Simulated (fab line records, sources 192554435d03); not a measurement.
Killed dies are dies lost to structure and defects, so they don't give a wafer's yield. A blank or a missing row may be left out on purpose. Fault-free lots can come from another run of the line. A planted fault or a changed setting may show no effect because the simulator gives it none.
fab line records	flow n5-finfet
[record] lots = 7	wafers = 39
route steps=1938 shown BEOL_M1@800 BEOL_M2@882 BEOL_M8@1368 BEOL_M11@1536 BEOL_M14@1762
start-h: hours from the record's opening day to when the first of the lot's shown wafers began	wait-h: hours from the lot's prior step to this one	" identical to the entry in the row above	L1.1+2: a row that stands for several wafers	- no value, or no start was given	* or withheld: withheld	< > ~ a bound
route shown NAME@n: NAME is a module with steps in the file, n the number in the route of the first one	usual: average and standard deviation across the fault-free wafers	same: alike in all rows	chamber/n: place in a boat	sites: each site's reading	_std_site: standard deviation of those values	_edge_site: outer sites' mean less inner sites'	radius-mm: how far each site lies from the wafer's centre	mask NAME#n: copy n	behind: tool/chamber where the wafer was last shaped	hold: the reason the lot was held/the length of the hold in hours/how it ended	device: the n, p or np transistor that did not switch	end of line: at the end of the route, the tests of the same wafers	where a step has no rows: the recipe by itself	killed: dies lost to structure and defects at the first sort, not the wafer's yield	map: a wafer's dies, x killed, . not, _ none there
set.NAME: the setting that was run; set.NAME@STEP: the one run at that earlier step	model.NAME: the simulator's own value behind a step, which no gauge read
lots run with intentionally changed settings; tables by step, rows by wafer
[[steps]]
[step N5_BEOL_M1_TRENCH_ETCH_37]
[recipe] chemistry = C4F6/O2	target-depth-a = 552.07	target = SiOC	time-s = 29	ion-energy-ev = 250	pressure-mtorr = 30	source-w = 355	bias-w = 185	Ar_flow_sccm = 300	C4F6_flow_sccm = 10	O2_flow_sccm = 10
lot.wafer	tool	chamber	start-h	wait-h	set.time-s	model.BEOL_M1.feature-depth-nm	model.etch.depth-nm	model.TiN_of_BEOL_M1_HM_DEP_02.thk-nm
L074.1	rie-diel-02	1	-	-	29	54	53.93	17.8
L074.4	"	3	"	"	29	55.4	55.44	18
L074.6	"	1	"	"	29	54.6	54.53	17.8
L076.1	rie-diel-01	1	-	-	29	55	54.97	17.6
L076.2	"	2	"	"	29	53	53.07	17.8
L076.3	"	0	"	"	23.22	42.6	42.64	17.8
L076.4	"	3	"	"	23.22	42.8	42.85	18
L076.5	"	3	"	"	29	53.8	53.72	17.6
L076.6	"	2	"	"	23.22	42.4	42.48	18
L077.1	rie-diel-01	1	-	-	29	55.4	55.44	18
L077.2	"	3	"	"	46.38	87.2	87.26	16.8
L077.3	"	2	"	"	46.38	86	86.07	16.6
L077.4	"	0	"	"	29	54.4	54.35	18
L077.5	"	1	"	"	29	55.2	55.13	18
L077.6	"	0	"	"	46.38	87.2	87.11	16.8
L091.1	rie-diel-04	1	-	-	21.51	41	41	18
L091.2	"	2	"	"	29	54.6	54.55	17.6
L091.3	"	3	"	"	29	54.6	54.65	17.6
L091.4	"	0	"	"	29	54.2	54.3	17.4
L091.5	"	2	"	"	21.51	40.4	40.35	18.2
L091.6	"	1	"	"	21.51	40.6	40.68	18.2
L092.1	rie-diel-01	2	-	-	29	55.6	55.63	17.6
L092.2	"	0	"	"	29	54	54.05	17.8
L092.3	"	1	"	"	17.12	32.6	32.55	18.6
L092.4	"	2	"	"	17.12	32.6	32.65	18.8
L092.5	"	1	"	"	29	55	55.01	17.6
L092.6	"	0	"	"	17.12	32	32	19
L093.1	rie-diel-01	1	-	-	29	55.6	55.67	17.8
L093.2	"	3	"	"	40.4	75.6	75.61	17
L093.3	"	0	"	"	40.4	75.6	75.68	16.8
L093.4	"	2	"	"	29	54.8	54.85	17.8
L093.5	"	3	"	"	40.4	75.8	75.87	17
L093.6	"	2	"	"	29	55.6	55.57	17.6
L095.1	rie-diel-02	2	-	-	29	56.2	56.13	17.6
L095.2	"	3	"	"	19.6	37.8	37.73	18.4
L095.3	"	1	"	"	19.6	37.2	37.17	18.4
L095.4	"	0	"	"	29	56.2	56.26	17.6
L095.5	"	2	"	"	19.6	37.8	37.9	18.4
L095.6	"	1	"	"	29	55	55.07	17.8
[step N5_BEOL_M1_ETCH_41]
[recipe] chemistry = CH3F/O2	target = SiCN	target-depth-a = 319	taper-deg = 2	time-s = 57.8	ion-energy-ev = 120	mask-material = TiN	pressure-mtorr = 30	source-w = 395	bias-w = 75	Ar_flow_sccm = 150	CH3F_flow_sccm = 30	O2_flow_sccm = 20
[step N5_BEOL_M1_STRIP_97]
[recipe] chemistry = N2/H2	time-s = 10	power-w = 450	temp-c = 40	pressure-mtorr = 20	rf-frequency-hz = 6e+07	bias-power-w = 7	n2-flow-sccm = 200	h2-flow-sccm = 200
[step N5_BEOL_M1_OCD_MEAS_38]
[usual] trench-depth-nm = 54.9/0.96
lot.wafer	tool	chamber	start-h	wait-h	set.time-s@BEOL_M1_TRENCH_ETCH_37	trench-depth-nm
L074.1	ocd-02	-	125.60	-	29	54.2
L074.4	"	-	"	"	29	55.3
L074.6	"	-	"	"	29	54.9
L076.1	ocd-02	-	146.21	-	29	54.4
L076.2	"	-	"	"	29	53.5
L076.3	"	-	"	"	23.22	42.6
L076.4	"	-	"	"	23.22	43.2
L076.5	"	-	"	"	29	53.7
L076.6	"	-	"	"	23.22	42.0
L077.1	ocd-01	-	155.18	-	29	55.9
L077.2	"	-	"	"	46.38	87.3
L077.3	"	-	"	"	46.38	86.3
L077.4	"	-	"	"	29	54.2
L077.5	"	-	"	"	29	55.6
L077.6	"	-	"	"	46.38	87.3
L091.1	ocd-02	-	237.61	-	21.51	40.9
L091.2	"	-	"	"	29	54.5
L091.3	"	-	"	"	29	55.0
L091.4	"	-	"	"	29	54.8
L091.5	"	-	"	"	21.51	40.5
L091.6	"	-	"	"	21.51	41.0
L092.1	ocd-01	-	237.88	-	29	56.2
L092.2	"	-	"	"	29	53.9
L092.3	"	-	"	"	17.12	32.3
L092.4	"	-	"	"	17.12	32.7
L092.5	"	-	"	"	29	54.5
L092.6	"	-	"	"	17.12	31.8
L093.1	ocd-02	-	245.59	-	29	55.7
L093.2	"	-	"	"	40.4	75.3
L093.3	"	-	"	"	40.4	75.4
L093.4	"	-	"	"	29	54.8
L093.5	"	-	"	"	40.4	75.7
L093.6	"	-	"	"	29	55.9
L095.1	ocd-02	-	266.33	-	29	56.4
L095.2	"	-	"	"	19.6	38.1
L095.3	"	-	"	"	19.6	37.7
L095.4	"	-	"	"	29	56.2
L095.5	"	-	"	"	19.6	38.5
L095.6	"	-	"	"	29	55.4
[step N5_BEOL_M2_ALD_98]
[recipe] material = SiO2	target-thk-a = 25	temp-c = 100	ald-precursor-family = BDEAS	ald-co-reactant = O2-plasma	pulse-time-s = 1	co-reactant-pulse-time-s = 1	purge-time-s = 2	co-reactant-purge-time-s = 2	ald-cycles = 17	pressure-torr = 2
lot.wafer	tool	chamber	start-h	wait-h	set.ald-cycles	model.SiO2_of_BEOL_M2_ALD_98.thk-nm
L074.1+4+6	ald-sin-03	3,0,3	139.28	0.1	17	2.4
L076.1+2+4+5	ald-sin-03	0,1,2,0	152.88	0.1	17	2.6
L076.3+6	"	3	"	"	17	2.4
L077.1+5+6	ald-sin-03	1,0,3	165.50	0.1	26	3.8
L077.2+4	"	3,0	"	"	17	2.4
L077.3	"	2	"	"	17	2.6
L091.1	ald-sin-01	0	249.34	0.1	17	2.6
L091.2+4+5	"	3,1,3	"	"	26	3.8
L091.3+6	"	2,0	"	"	17	2.4
L092.1+3+4	ald-sin-02	2,3,1	250.26	0.1	21	3
L092.2+5+6	"	0,3,2	"	"	17	2.4
L093.1+2+6	ald-sin-03	1,0,3	254.51	0.1	25	3.6
L093.3+4+5	"	2,3,2	"	"	17	2.4
L095.1+2+3+4+5	ald-sin-03	0,3,1,2,1	275.45	2.0	17	2.4
L095.6	"	2	"	"	17	2.6
[step N5_BEOL_M8_DESCUM_33]
[recipe] chemistry = O2	time-s = 7	source-power-w = 50	bias-power-w = 20	pressure-mtorr = 20	rf-frequency-hz = 2.712e+07	temp-c = 40	resist = CAR-EUV	o2-flow-sccm = 225
lot.wafer	tool	chamber	start-h	wait-h	set.time-s	model.CAR-EUV_of_BEOL_M8_COAT_22.thk-nm
L074.1+4+6	rie-diel-06	0,3,1	251.34	2.6	7	26
L076.1	rie-diel-05	3	254.85	0.4	8.894	25
L076.2+4+6	"	1,0,2	"	"	7	26
L076.3+5	"	2,1	"	"	8.894	25.2
L077.1+4+6	rie-diel-06	3,1,2	269.98	0.0	8.833	25.2
L077.2	"	2	"	"	7	26.2
L077.3+5	"	0,1	"	"	7	26
L091.1+2+6	rie-diel-05	0,2,1	332.29	0.1	9.346	25
L091.3	"	1	"	"	7	26
L091.4+5	"	0,2	"	"	7	26.2
L093.1+3+5	rie-diel-03	0,1,2	339.18	0.8	3.434	27.8
L093.2+4+6	"	2,3,3	"	"	7	26
L092.1+2+4	rie-diel-05	0,2,3	360.91	0.3	7	26
L092.3+5+6	"	1,3,2	"	"	8.603	25.2
L095.1+2+3+4+5+6	rie-diel-06	1,0,2,3,0,1	380.61	0.1	7	26
[step N5_BEOL_M11_ILD_DEP_00]
[recipe] material = SiCOH_lowk	target-thk-a = 3085.1	temp-c = 300	precursor = DEMS/porogen	pressure-torr = 5	rf-w = 500	time-s = 58
lot.wafer	tool	chamber	start-h	wait-h	set.target-thk-a	model.SiCOH_lowk_of_BEOL_M11_ILD_DEP_00.thk-nm
L074.1	pecvd-02	1	270.74	0.0	3085.1	307.6
L074.4	"	0	"	"	3085.1	307.4
L074.6	"	2	"	"	3085.1	314
L076.1	pecvd-03	1	276.17	0.0	4747	470
L076.2	"	2	"	"	3085.1	308.8
L076.3	"	0	"	"	3085.1	307
L076.4	"	0	"	"	4747	479
L076.5	"	2	"	"	3085.1	311.8
L076.6	"	1	"	"	4747	476.4
L077.1	pecvd-03	2	290.25	0.0	3085.1	304.4
L077.2	"	1	"	"	3085.1	300.2
L077.3	"	2	"	"	2219	220.4
L077.4	"	1	"	"	3085.1	309
L077.5	"	1	"	"	2219	220.2
L077.6	"	2	"	"	2219	220.6
L091.1	pecvd-02	2	355.06	0.0	3085.1	303.6
L091.2	"	1	"	"	3777	373.4
L091.3	"	0	"	"	3085.1	303
L091.4	"	1	"	"	3085.1	307
L091.5	"	2	"	"	3777	379.2
L091.6	"	0	"	"	3777	383
L093.1	pecvd-03	0	360.84	0.0	4888	485.6
L093.2	"	1	"	"	3085.1	305.4
L093.3	"	2	"	"	4888	486.4
L093.4	"	1	"	"	4888	490.6
L093.5	"	0	"	"	3085.1	308
L093.6	"	2	"	"	3085.1	309.6
L092.1	pecvd-03	0	384.48	0.0	4930	491
L092.2	"	1	"	"	3085.1	307.6
L092.3	"	2	"	"	4930	490.6
L092.4	"	1	"	"	3085.1	311.6
L092.5	"	0	"	"	3085.1	311.2
L092.6	"	2	"	"	4930	498.6
L095.1	pecvd-04	1	396.26	0.0	3085.1	303.4
L095.2	"	0	"	"	4099	404.8
L095.3	"	2	"	"	3085.1	306.8
L095.4	"	2	"	"	3085.1	310.8
L095.5	"	1	"	"	4099	412.2
L095.6	"	0	"	"	4099	413.6
[step N5_BEOL_M11_CURE_71]
[recipe] temp-c = 385	time-s = 240	ambient = He/Ar	material = SiCOH_lowk
lot.wafer	tool	chamber	start-h	wait-h	set.target-thk-a@BEOL_M11_ILD_DEP_00	model.SiCOH_lowk_of_BEOL_M11_ILD_DEP_00.thk-nm
L074.1	uv-cure-01	1	270.99	0.2	3085.1	267.2
L074.4	"	1	"	"	3085.1	267
L074.6	"	1	"	"	3085.1	272.8
L076.1	uv-cure-01	2	276.25	0.0	4747	412
L076.2	"	2	"	"	3085.1	268.2
L076.3	"	2	"	"	3085.1	266.8
L076.4	"	2	"	"	4747	420
L076.5	"	2	"	"	3085.1	271
L076.6	"	2	"	"	4747	417.8
L077.1	uv-cure-03	2	290.36	0.1	3085.1	264.4
L077.2	"	2	"	"	3085.1	260.6
L077.3+5	"	2	"	"	2219	190.4
L077.4	"	2	"	"	3085.1	268.6
L077.6	"	2	"	"	2219	190.8
L091.1	uv-cure-01	2	355.14	0.0	3085.1	263.6
L091.2	"	2	"	"	3777	325.6
L091.3	"	2	"	"	3085.1	263.2
L091.4	"	2	"	"	3085.1	266.8
L091.5	"	2	"	"	3777	330.8
L091.6	"	2	"	"	3777	334
L093.1	uv-cure-01	1	360.91	0.0	4888	426
L093.2	"	1	"	"	3085.1	265.2
L093.3	"	1	"	"	4888	426.6
L093.4	"	1	"	"	4888	430.4
L093.5	"	1	"	"	3085.1	267.6
L093.6	"	1	"	"	3085.1	269
L092.1	uv-cure-03	0	384.73	0.2	4930	430.8
L092.2	"	0	"	"	3085.1	267.2
L092.3	"	0	"	"	4930	430.4
L092.4	"	0	"	"	3085.1	270.8
L092.5	"	0	"	"	3085.1	270.4
L092.6	"	0	"	"	4930	437.8
L095.1	uv-cure-01	0	396.34	0.0	3085.1	263.4
L095.2	"	0	"	"	4099	353.6
L095.3	"	0	"	"	3085.1	266.6
L095.4	"	0	"	"	3085.1	270
L095.5	"	0	"	"	4099	360.2
L095.6	"	0	"	"	4099	361.4
[step N5_BEOL_M11_THK_MEAS_01]
[recipe] reads = SiCOH_lowk_of_BEOL_M11_ILD_DEP_00
[usual] M11_ILD_THK = 268/3
lot.wafer	tool	chamber	start-h	wait-h	set.target-thk-a@BEOL_M11_ILD_DEP_00	M11_ILD_THK[nm]
L074.1	film-metro-02	-	271.50	0.4	3085.1	267
L074.4	"	-	"	"	3085.1	267
L074.6	"	-	"	"	3085.1	273
L076.1	film-metro-01	-	276.76	0.4	4747	412
L076.2	"	-	"	"	3085.1	268
L076.3	"	-	"	"	3085.1	267
L076.4	"	-	"	"	4747	420
L076.5	"	-	"	"	3085.1	271
L076.6	"	-	"	"	4747	417
L077.1	film-metro-01	-	290.87	0.4	3085.1	264
L077.2	"	-	"	"	3085.1	260
L077.3	"	-	"	"	2219	190
L077.4	"	-	"	"	3085.1	269
L077.5	"	-	"	"	2219	190
L077.6	"	-	"	"	2219	191
L091.1	film-metro-02	-	355.65	0.4	3085.1	264
L091.2	"	-	"	"	3777	325
L091.3	"	-	"	"	3085.1	263
L091.4	"	-	"	"	3085.1	267
L091.5	"	-	"	"	3777	330
L091.6	"	-	"	"	3777	334
L093.1	film-metro-01	-	361.43	0.4	4888	426
L093.2	"	-	"	"	3085.1	265
L093.3	"	-	"	"	4888	427
L093.4	"	-	"	"	4888	431
L093.5	"	-	"	"	3085.1	268
L093.6	"	-	"	"	3085.1	269
L092.1	film-metro-01	-	385.25	0.4	4930	431
L092.2	"	-	"	"	3085.1	267
L092.3	"	-	"	"	4930	430
L092.4	"	-	"	"	3085.1	271
L092.5	"	-	"	"	3085.1	270
L092.6	"	-	"	"	4930	438
L095.1	film-metro-01	-	396.85	0.4	3085.1	263
L095.2	"	-	"	"	4099	354
L095.3	"	-	"	"	3085.1	266
L095.4	"	-	"	"	3085.1	270
L095.5	"	-	"	"	4099	361
L095.6	"	-	"	"	4099	361
[step N5_BEOL_M14_SPUTTER_43]
[recipe] material = TaN	target-thk-a = 150	temp-c = 50	bias-v = 168.6	power-w = 15000	chamber-pressure-pa = 0.12	time-s = 24.19
lot.wafer	tool	chamber	start-h	wait-h	set.target-thk-a	model.TaN_of_BEOL_M14_SPUTTER_43.thk-nm
L074.1+4	pvd-sputter-02	-	297.41	0.0	150	15
L074.6	"	-	"	"	150	14.8
L076.1+3+6	pvd-sputter-03	-	299.50	0.0	150	15
L076.2	"	-	"	"	196.6	19.8
L076.4+5	"	-	"	"	196.6	19.6
L077.1+5	pvd-sputter-03	-	315.87	0.0	231.6	23
L077.2+6	"	-	"	"	150	14.8
L077.3	"	-	"	"	231.6	22.8
L077.4	"	-	"	"	150	14.6
L093.1+2+3+6	pvd-sputter-03	-	388.14	0.0	150	14.8
L093.4	"	-	"	"	150	15
L093.5	"	-	"	"	150	14.6
L091.1+3	pvd-sputter-01	-	388.16	0.0	150	14.8
L091.2	"	-	"	"	150	15
L091.4	"	-	"	"	188.5	18.6
L091.5+6	"	-	"	"	188.5	18.8
L092.1+6	pvd-sputter-03	-	411.70	0.0	110.4	11
L092.2+4	"	-	"	"	150	15
L092.3	"	-	"	"	150	14.8
L092.5	"	-	"	"	110.4	11.2
L095.1	pvd-sputter-02	-	427.48	0.0	150	15
L095.2	"	-	"	"	65.05	6.8
L095.3	"	-	"	"	65.05	6.4
L095.4	"	-	"	"	65.05	6.6
L095.5+6	"	-	"	"	150	15.2
[step N5_BEOL_M14_SPUTTER_44]
[recipe] material = Ta	target-thk-a = 150	temp-c = 50	bias-v = 80	power-w = 15000	chamber-pressure-pa = 0.07	time-s = 24.19
[step N5_BEOL_M14_SPUTTER_45]
[recipe] material = Cu	target-thk-a = 1000	temp-c = -20	bias-v = 60	power-w = 26000	chamber-pressure-pa = 0.13	time-s = 16.67
[step N5_BEOL_M14_ECD_47]
[recipe] material = Cu	target-thk-a = 12480
[step N5_BEOL_M14_ANNEAL_48]
[recipe] temp-c = 225	time-s = 90	ambient = N2
[step N5_BEOL_M14_CMP_49]
[recipe] stop-on = SiO2	t-overpolish-s = 5.2	down-force-psi = 2	platen-rpm = 80	clearing-platen-down-force-psi = 2	clearing-platen-rpm = 80	post-cmp-clean = cu-alkaline	target-thk-nm = 560	clearing-platen-pad-velocity-m-s = 1.5917	pad-velocity-m-s = 1.5917
[usual] barrier-field-endpoint-s = 11.29/0.25
lot.wafer	tool	chamber	start-h	wait-h	set.target-thk-a@BEOL_M14_SPUTTER_43	barrier-field-endpoint-s
L074.1	cmp-02	1	298.25	0.3	150	11.19
L074.4	"	2	"	"	150	11.38
L074.6	"	0	"	"	150	11.15
L076.4	cmp-03	0	300.27	0.1	196.6	13.29
L076.3	"	1	"	"	150	11.52
L076.2	"	2	"	"	196.6	13.53
L076.1	"	3	"	"	150	11.47
L076.5	"	0	"	"	196.6	13.83
L076.6	"	1	"	"	150	11.61
L077.1	cmp-03	0	316.63	0.3	231.6	14.60
L077.3	"	1	"	"	231.6	14.63
L077.2	"	2	"	"	150	11.55
L077.4	"	3	"	"	150	10.98
L077.5	"	0	"	"	231.6	14.38
L077.6	"	1	"	"	150	11.00
L093.1	cmp-01	2	389.72	0.3	150	11.07
L093.4	"	3	"	"	150	11.06
L093.3	"	0	"	"	150	10.91
L093.2	"	1	"	"	150	10.73
L093.5	"	2	"	"	150	10.89
L093.6	"	3	"	"	150	11.02
L091.2	cmp-02	3	390.01	0.2	150	11.22
L091.3	"	0	"	"	150	11.23
L091.4	"	1	"	"	188.5	12.36
L091.1	"	2	"	"	150	11.10
L091.6	"	3	"	"	188.5	12.83
L091.5	"	0	"	"	188.5	13.13
L092.1	cmp-01	1	412.48	0.3	110.4	9.85
L092.2	"	2	"	"	150	11.33
L092.3	"	3	"	"	150	11.25
L092.4	"	0	"	"	150	11.30
L092.6	"	1	"	"	110.4	9.67
L092.5	"	2	"	"	110.4	9.90
L095.1	cmp-01	0	428.44	0.4	150	11.32
L095.4	"	1	"	"	65.05	8.24
L095.2	"	2	"	"	65.05	8.16
L095.3	"	3	"	"	65.05	8.23
L095.6	"	0	"	"	150	11.58
L095.5	"	1	"	"	150	11.16
[[key]]
[split] step = N5_BEOL_M1_TRENCH_ETCH_37	setting = time-s	stated = 29	by = wafer
[response] step = N5_BEOL_M1_TRENCH_ETCH_37	reading = model.BEOL_M1.feature-depth-nm	change = +0.537	per = 1%	r = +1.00
[response] step = N5_BEOL_M1_TRENCH_ETCH_37	reading = model.etch.depth-nm	change = +0.538	per = 1%	r = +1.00
[response] step = N5_BEOL_M1_TRENCH_ETCH_37	reading = model.TiN_of_BEOL_M1_HM_DEP_02.thk-nm	change = -0.0222	per = 1%	r = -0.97
[response] step = N5_BEOL_M1_OCD_MEAS_38	reading = trench-depth-nm	change = +0.535	per = 1%	r = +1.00
[split] step = N5_BEOL_M2_ALD_98	setting = ald-cycles	stated = 17	by = wafer
[response] step = N5_BEOL_M2_ALD_98	reading = model.SiO2_of_BEOL_M2_ALD_98.thk-nm	change = +0.0253	per = 1%	r = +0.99
[split] step = N5_BEOL_M8_DESCUM_33	setting = time-s	stated = 7	by = wafer
[response] step = N5_BEOL_M8_DESCUM_33	reading = model.CAR-EUV_of_BEOL_M8_COAT_22.thk-nm	change = -0.0343	per = 1%	r = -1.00
[split] step = N5_BEOL_M11_ILD_DEP_00	setting = target-thk-a	stated = 3085.1	by = wafer
[response] step = N5_BEOL_M11_ILD_DEP_00	reading = model.SiCOH_lowk_of_BEOL_M11_ILD_DEP_00.thk-nm	change = +3.08	per = 1%	r = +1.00
[response] step = N5_BEOL_M11_CURE_71	reading = model.SiCOH_lowk_of_BEOL_M11_ILD_DEP_00.thk-nm	change = +2.75	per = 1%	r = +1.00
[response] step = N5_BEOL_M11_THK_MEAS_01	reading = M11_ILD_THK	change = +2.75	per = 1%	r = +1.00
[split] step = N5_BEOL_M14_SPUTTER_43	setting = target-thk-a	stated = 150	by = wafer
[response] step = N5_BEOL_M14_SPUTTER_43	reading = model.TaN_of_BEOL_M14_SPUTTER_43.thk-nm	change = +0.15	per = 1%	r = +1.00
[response] step = N5_BEOL_M14_CMP_49	reading = barrier-field-endpoint-s	change = +0.0593	per = 1%	r = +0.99
